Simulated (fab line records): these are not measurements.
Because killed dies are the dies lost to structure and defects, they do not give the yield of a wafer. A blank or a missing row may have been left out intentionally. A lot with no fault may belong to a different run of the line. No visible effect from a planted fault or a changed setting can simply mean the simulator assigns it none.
Check for tools in common    flow nand_harc    2 lots, 6 wafers sampled

== REASON IT WAS OPENED ==
On 2 of the 2 lots, a flag is raised at NHARC_END_SORT_01 on the reading killed_at_periphery. Wafers without a fault read 3.7, standard deviation 2.3.
Rule: a lot gets a flag if all its wafers with a number sit over 4 standard deviations from that mean, or if no wafer of it has a number. As for the other lots, they are considered sound.

lot   measured      on         killed_at_periphery, wafer by wafer  flag
L434  day 28 14:14  prober-02  33 28 27                             FLAGGED
L436  day 31 05:14  prober-01  34 30 78                             FLAGGED
Average over the flagged lots: 38.3; offset from the usual +34.6, equal to +15 standard deviations.

== WHICH TOOL EACH LOT WENT THROUGH ==
The record holds 3 process steps before the reading, out of a route of 1302 steps. In each cell: the tool, then ch and the chambers that the sampled wafers went through, then the start.
lot   flag     NHARC_P_CONTACT_ETCH_35             NHARC_A_BONDPAD_ETCH_12                        NHARC_A_BONDPAD_PVD_27
L434  FLAGGED  rie_diel-01 ch 2,3, day 10 19:08    rie_diel-09 ch 1,2, day 28 14:14 or earlier    pvd_sputter-01, day 28 14:14 or earlier
L436  FLAGGED  rie_diel-01 ch 0,2,3, day 11 22:35  rie_diel-09 ch 0,2,3, day 31 05:14 or earlier  pvd_sputter-02, day 31 05:14 or earlier
What these steps do:
- NHARC_P_CONTACT_ETCH_35: etches the open film in CF4, target depth 39 nm, time 65 s.
- NHARC_A_BONDPAD_ETCH_12: etches the open film in CHF3/O2, target depth 220 nm, time 110 s.
- NHARC_A_BONDPAD_PVD_27: deposits Cu, target thk 30 nm, time 20.49 s.
- NHARC_END_SORT_01

== FLAGGED AGAINST TOTAL, ONE TOOL AT A TIME (gauges that did the reading follow at the end) ==
step                     tool            lots run  flagged  share of the flagged lots  sound lots run after its first flagged lot
NHARC_P_CONTACT_ETCH_35  rie_diel-01     2         2        all                        0
NHARC_A_BONDPAD_ETCH_12  rie_diel-09     2         2        all                        0
NHARC_A_BONDPAD_PVD_27   pvd_sputter-01  1         1        some                       0
NHARC_A_BONDPAD_PVD_27   pvd_sputter-02  1         1        some                       0
NHARC_END_SORT_01        prober-01       1         1        some                       0
NHARC_END_SORT_01        prober-02       1         1        some                       0
NHARC_A_BONDPAD_ETCH_12: start missing for some lots; hours and lot order therefore follow NHARC_END_SORT_01. NHARC_A_BONDPAD_PVD_27: start missing for some lots; hours and lot order therefore follow NHARC_END_SORT_01.

== WHAT IS ALLOWED BY THE TABLE ==
In 2 table rows, all flagged lots were run: rie_diel-01 (NHARC_P_CONTACT_ETCH_35), rie_diel-09 (NHARC_A_BONDPAD_ETCH_12).
- rie_diel-01 at NHARC_P_CONTACT_ETCH_35: 2 of its 2 lots flagged. No sound lot ran on it before its first flagged lot in this sample; the start therefore can't be narrowed down.
- rie_diel-09 at NHARC_A_BONDPAD_ETCH_12: 2 of its 2 lots flagged. No sound lot ran on it before its first flagged lot in this sample; the start therefore can't be narrowed down.
Because each of these 2 tools fits a fault that began at some hour, counting lots does not separate them. More lots, or a look at what each step does to the wafer, might.

== WHAT WAS PUT IN BY THE SIMULATOR ==
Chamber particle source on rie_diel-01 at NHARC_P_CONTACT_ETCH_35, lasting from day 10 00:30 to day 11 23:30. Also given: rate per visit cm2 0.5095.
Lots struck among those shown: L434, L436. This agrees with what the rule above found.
